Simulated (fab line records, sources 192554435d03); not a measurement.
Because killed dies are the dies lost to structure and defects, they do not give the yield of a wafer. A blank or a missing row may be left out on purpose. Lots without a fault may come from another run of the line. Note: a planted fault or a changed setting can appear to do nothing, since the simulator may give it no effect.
fab line records | flow n5_finfet
record: lots: 12 | wafers: 36 | last_day: 18
route steps=1938 shown BEOL_M6@1248 BEOL_M7@1267
lots that met no fault: from a run of the same line without faults
start_h: hours from the record's first day to the start of the lot's first wafer shown | wait_h: hours since the lot's step before | " same as the row above | L1.1+2: several wafers, shown together as one row | - no value present, or no start provided | * or withheld: withheld | < > ~ a bound
route shown NAME@n: NAME is a module with steps in the file, n the number in the route of the first one | usual: mean and standard deviation over wafers with no fault | same: alike in all rows | chamber/n: place in a boat | sites: each site's reading | _std_site: the standard deviation of these | _edge_site: mean of outer sites minus mean of inner sites | radius_mm: for every site, how far away it sits from the centre of the wafer | mask NAME#n: copy n | behind: tool/chamber where the wafer was last shaped | hold: reason for holding the lot/hours on hold/outcome of the hold | device: the n, p or np transistor that did not switch | end of line: at the end of the route, the tests of the same wafers | a step given without rows: its recipe and nothing more | killed: count of dies lost to structure and defects at first sort (not the wafer's yield) | map: dies across one wafer; x = killed, . = not, _ = none there
set.NAME: setting as actually run; set.NAME@STEP: the setting as run at that earlier step | model.NAME: the simulator's own value behind a step, which no gauge read
steps of the route over a sample of lots; a table a step, a row a wafer
services: when a tool's chamber went out of use (start_h, in hours from the record's first day, below 0 if earlier), for how many hours, and the reason
== steps ==
step: N5_BEOL_M6_CURE_75
recipe: temp_c: 370 | time_s: 120 | ambient: DMADMS/He | material: SiCOH_lowk
usual: lamp_power_pct: 52.32/0.058 | wafer_temp_C_max: 371.9/0.45
same: time_s: 120
lot.wafer | tool       | chamber | start_h | wait_h | lamp_power_pct | wafer_temp_C_max
L674.1    | uv_cure-01 | 2       | 207.58  | 0.0    | 52.37          | 372.1
L674.2    | "          | 2       | "       | "      | 52.21          | 371.6
L674.6    | "          | 2       | "       | "      | 52.34          | 371.5
L675.4    | uv_cure-03 | 2       | 224.34  | 0.2    | 52.29          | 372.1
L675.5    | "          | 2       | "       | "      | 52.35          | 371.9
L675.6    | "          | 2       | "       | "      | 52.36          | 372.1
L676.2    | uv_cure-02 | 1       | 231.63  | 0.5    | 52.28          | 371.7
L676.5    | "          | 1       | "       | "      | 52.43          | 371.8
L676.6    | "          | 1       | "       | "      | 52.27          | 371.9
L678.2    | uv_cure-03 | 1       | 237.40  | 1.1    | 52.40          | 371.0
L678.3    | "          | 1       | "       | "      | 52.37          | 371.0
L678.4    | "          | 1       | "       | "      | 52.20          | 371.0
L679.2    | uv_cure-02 | 1       | 238.77  | 0.1    | 52.23          | 371.1
L679.5    | "          | 1       | "       | "      | 52.33          | 372.1
L679.6    | "          | 1       | "       | "      | 52.24          | 372.0
L682.3    | uv_cure-02 | 2       | 242.78  | 0.2    | 52.35          | 372.3
L682.5    | "          | 2       | "       | "      | 52.33          | 371.7
L682.6    | "          | 2       | "       | "      | 52.25          | 371.8
L684.2    | uv_cure-02 | 2       | 278.44  | 0.1    | 52.38          | 372.4
L684.3    | "          | 2       | "       | "      | 52.38          | 371.8
L684.4    | "          | 2       | "       | "      | 52.30          | 372.2
L686.1    | uv_cure-02 | 0       | 295.63  | 0.2    | 52.28          | 371.5
L686.3    | "          | 0       | "       | "      | 52.39          | 371.8
L686.6    | "          | 0       | "       | "      | 52.38          | 371.4
L691.1    | uv_cure-02 | 2       | 306.20  | 0.0    | 52.37          | 372.3
L691.4    | "          | 2       | "       | "      | 52.33          | 372.2
L691.6    | "          | 2       | "       | "      | 52.32          | 372.2
L692.1    | uv_cure-02 | 1       | 317.83  | 0.4    | 52.44          | 372.4
L692.2    | "          | 1       | "       | "      | 52.31          | 371.9
L692.4    | "          | 1       | "       | "      | 52.23          | 372.1
L693.1    | uv_cure-03 | 2       | 321.48  | 0.0    | 52.26          | 372.0
L693.5    | "          | 2       | "       | "      | 52.38          | 372.2
L693.6    | "          | 2       | "       | "      | 52.31          | 371.6
L696.2    | uv_cure-02 | 1       | 354.17  | 0.1    | 52.31          | 371.8
L696.3    | "          | 1       | "       | "      | 52.33          | 371.9
L696.5    | "          | 1       | "       | "      | 52.25          | 372.0
step: N5_BEOL_M6_THK_MEAS_53
recipe: thk_meas_gauge: xrf | reads: Cu_of_BEOL_M6_ECD_50
usual: M6_THK: 79.6/2.2
lot.wafer | tool          | chamber | start_h | wait_h | M6_THK[nm]
L674.1    | film_metro-02 | -       | 209.68  | -      | 80.9
L674.2    | "             | -       | "       | "      | 80.3
L674.6    | "             | -       | "       | "      | 82.6
L675.4    | film_metro-01 | -       | 226.83  | -      | 76.7
L675.5    | "             | -       | "       | "      | 82.5
L675.6    | "             | -       | "       | "      | 77.9
L676.2    | film_metro-01 | -       | 235.47  | -      | 80.2
L676.5    | "             | -       | "       | "      | 80.4
L676.6    | "             | -       | "       | "      | 80.3
L678.2    | film_metro-01 | -       | 239.21  | -      | 81.2
L678.3    | "             | -       | "       | "      | 81.5
L678.4    | "             | -       | "       | "      | 79.0
L679.2    | film_metro-02 | -       | 240.86  | -      | 78.4
L679.5    | "             | -       | "       | "      | 77.0
L679.6    | "             | -       | "       | "      | 82.2
L682.3    | film_metro-02 | -       | 244.49  | -      | 79.7
L682.5    | "             | -       | "       | "      | 76.2
L682.6    | "             | -       | "       | "      | 77.4
L684.2    | film_metro-02 | -       | 282.16  | -      | 75.2
L684.3    | "             | -       | "       | "      | 80.2
L684.4    | "             | -       | "       | "      | 77.0
L686.1    | film_metro-02 | -       | 298.50  | -      | 79.9
L686.3    | "             | -       | "       | "      | 78.7
L686.6    | "             | -       | "       | "      | 78.1
L691.1    | film_metro-01 | -       | 308.33  | -      | 80.9
L691.4    | "             | -       | "       | "      | 81.5
L691.6    | "             | -       | "       | "      | 81.8
L692.1    | film_metro-01 | -       | 320.28  | -      | 79.5
L692.2    | "             | -       | "       | "      | 78.7
L692.4    | "             | -       | "       | "      | 82.5
L693.1    | film_metro-02 | -       | 325.65  | -      | 77.8
L693.5    | "             | -       | "       | "      | 76.0
L693.6    | "             | -       | "       | "      | 81.2
L696.2    | film_metro-02 | -       | 356.69  | -      | 85.4
L696.3    | "             | -       | "       | "      | 81.2
L696.5    | "             | -       | "       | "      | 80.1
step: N5_BEOL_M7_HM_DEP_02
recipe: material: TiN | target_thk_a: 200 | temp_c: 25 | chamber_pressure_pa: 0.49996
usual: throttle_valve_pct: 29.9/0.87
lot.wafer | tool           | chamber | start_h | wait_h | throttle_valve_pct
L674.1    | pvd_sputter-03 | -       | 211.13  | 0.6    | 29.1
L674.2    | "              | -       | "       | "      | 31.6
L674.6    | "              | -       | "       | "      | 28.4
L675.4    | pvd_sputter-03 | -       | 229.08  | 1.4    | 29.8
L675.5    | "              | -       | "       | "      | 28.1
L675.6    | "              | -       | "       | "      | 29.0
L676.2    | pvd_sputter-03 | -       | 237.19  | 0.3    | 29.6
L676.5    | "              | -       | "       | "      | 31.4
L676.6    | "              | -       | "       | "      | 29.2
L678.2    | pvd_sputter-02 | -       | 240.39  | 0.2    | 30.2
L678.3    | "              | -       | "       | "      | 29.9
L678.4    | "              | -       | "       | "      | 30.4
L679.2    | pvd_sputter-02 | -       | 242.71  | 1.0    | 30.2
L679.5    | "              | -       | "       | "      | 29.6
L679.6    | "              | -       | "       | "      | 30.0
L682.3    | pvd_sputter-01 | -       | 246.29  | 1.0    | 31.1
L682.5    | "              | -       | "       | "      | 28.8
L682.6    | "              | -       | "       | "      | 30.5
L684.2    | pvd_sputter-01 | -       | 284.49  | 1.5    | 30.7
L684.3    | "              | -       | "       | "      | 31.0
L684.4    | "              | -       | "       | "      | 30.3
L686.1    | pvd_sputter-02 | -       | 299.91  | 0.6    | 30.3
L686.3    | "              | -       | "       | "      | 29.8
L686.6    | "              | -       | "       | "      | 29.6
L691.1    | pvd_sputter-02 | -       | 310.86  | 0.3    | 29.9
L691.4    | "              | -       | "       | "      | 29.7
L691.6    | "              | -       | "       | "      | 30.4
L692.1    | pvd_sputter-03 | -       | 322.03  | 0.4    | 28.1
L692.2    | "              | -       | "       | "      | 31.9
L692.4    | "              | -       | "       | "      | 29.0
L693.1    | pvd_sputter-02 | -       | 327.71  | 1.2    | 29.7
L693.5    | "              | -       | "       | "      | 29.7
L693.6    | "              | -       | "       | "      | 29.5
L696.2    | pvd_sputter-02 | -       | 358.29  | 0.8    | 29.7
L696.3    | "              | -       | "       | "      | 30.1
L696.5    | "              | -       | "       | "      | 29.8
step: N5_BEOL_M7_COAT_59
recipe: resist: SOC | temp_c: 250 | time_s: 60 | spin_rpm: 1500 | resist_thk_nm: 100
usual: heater_power_total_W: 500.4/1.8 | resist_line_temp_C: 22.98/0.11 | spin_speed_rpm: 1500.1/1.1
same: time_s: 60
lot.wafer | tool           | chamber | start_h | wait_h | heater_power_total_W | resist_line_temp_C | spin_speed_rpm
L674.1    | litho_track-01 | 0       | 211.25  | 0.1    | 499.6                | 23.05              | 1499.4
L674.2    | "              | 0       | "       | "      | 500.4                | 23.09              | 1500.1
L674.6    | "              | 0       | "       | "      | 502.3                | 23.01              | 1501.0
L675.4    | litho_track-04 | 0       | 229.20  | 0.1    | 498.1                | 23.06              | 1502.1
L675.5    | "              | 0       | "       | "      | 502.2                | 23.10              | 1501.9
L675.6    | "              | 0       | "       | "      | 501.6                | 23.05              | 1499.4
L676.2    | litho_track-04 | 0       | 237.31  | 0.1    | 502.4                | 23.09              | 1500.5
L676.5    | "              | 0       | "       | "      | 503.2                | 23.10              | 1500.1
L676.6    | "              | 0       | "       | "      | 502.8                | 23.13              | 1500.5
L678.2    | litho_track-01 | 0       | 240.51  | 0.1    | 502.5                | 22.94              | 1500.6
L678.3    | "              | 0       | "       | "      | 502.3                | 22.88              | 1499.8
L678.4    | "              | 0       | "       | "      | 502.3                | 23.01              | 1499.3
L679.2    | litho_track-03 | 0       | 242.83  | 0.1    | 498.0                | 23.06              | 1500.6
L679.5    | "              | 0       | "       | "      | 499.5                | 22.94              | 1501.0
L679.6    | "              | 0       | "       | "      | 502.4                | 22.93              | 1500.3
L682.3    | litho_track-01 | 0       | 246.41  | 0.1    | 499.1                | 22.96              | 1500.2
L682.5    | "              | 0       | "       | "      | 500.5                | 23.18              | 1500.1
L682.6    | "              | 0       | "       | "      | 498.2                | 23.07              | 1500.3
L684.2    | litho_track-04 | 0       | 284.61  | 0.1    | 499.8                | 23.00              | 1499.5
L684.3    | "              | 0       | "       | "      | 502.0                | 23.19              | 1500.7
L684.4    | "              | 0       | "       | "      | 498.2                | 23.05              | 1498.8
L686.1    | litho_track-03 | 0       | 300.04  | 0.1    | 500.4                | 22.90              | 1500.0
L686.3    | "              | 0       | "       | "      | 501.3                | 23.01              | 1498.5
L686.6    | "              | 0       | "       | "      | 503.2                | 22.85              | 1500.7
L691.1    | litho_track-01 | 0       | 311.00  | 0.1    | 499.7                | 22.81              | 1499.8
L691.4    | "              | 0       | "       | "      | 501.8                | 22.90              | 1498.9
L691.6    | "              | 0       | "       | "      | 499.6                | 22.96              | 1500.9
L692.1    | litho_track-04 | 0       | 322.16  | 0.1    | 501.9                | 22.92              | 1407.8
L692.2    | "              | 0       | "       | "      | 498.0                | 22.85              | 1409.0
L692.4    | "              | 0       | "       | "      | 499.7                | 23.06              | 1408.5
L693.1    | litho_track-04 | 0       | 327.83  | 0.1    | 500.2                | 22.81              | 1410.3
L693.5    | "              | 0       | "       | "      | 500.8                | 22.85              | 1411.1
L693.6    | "              | 0       | "       | "      | 501.3                | 22.88              | 1412.2
L696.2    | litho_track-03 | 0       | 358.41  | 0.1    | 503.2                | 22.94              | 1500.5
L696.3    | "              | 0       | "       | "      | 497.3                | 23.15              | 1499.8
L696.5    | "              | 0       | "       | "      | 500.3                | 22.96              | 1500.5
== services ==
tool           | chamber | start_h | hours | kind
uv_cure-03     | -       | 186.82  | 0.8   | repair
uv_cure-02     | -       | 192.82  | 7.5   | pm
litho_track-03 | -       | 197.49  | -     | consumable_replace:filter
uv_cure-01     | -       | 230.28  | 7.5   | pm
uv_cure-03     | -       | 239.14  | 13.3  | repair
uv_cure-02     | -       | 241.75  | 0.9   | repair
uv_cure-03     | -       | 261.69  | 2.8   | repair
uv_cure-01     | -       | 290.49  | 2.1   | pm
pvd_sputter-01 | -       | 312.40  | 8.6   | repair
uv_cure-03     | -       | 357.29  | 1.5   | repair
== key ==
first_sign: step: N5_BEOL_M7_COAT_59 | reading: spin_speed_rpm | direction: down | sigmas: 85 | usual: * | struck: *
effect none on later readings
met_at N5_BEOL_M7_COAT_59
struck_lots L692,L693
not_acting_at N5_BEOL_M6_CURE_75,N5_BEOL_M6_THK_MEAS_53,N5_BEOL_M7_HM_DEP_02
onset_between 284.61 322.16
fault: kind: process_parameter_drift | tool: litho_track-04 | chamber: - | onset_h: 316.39 | steps: N5_BEOL_M7_COAT_59 | channel: spin_rpm | offset: * | shape: step | end_h: 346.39 | acts_in: * | stated: *
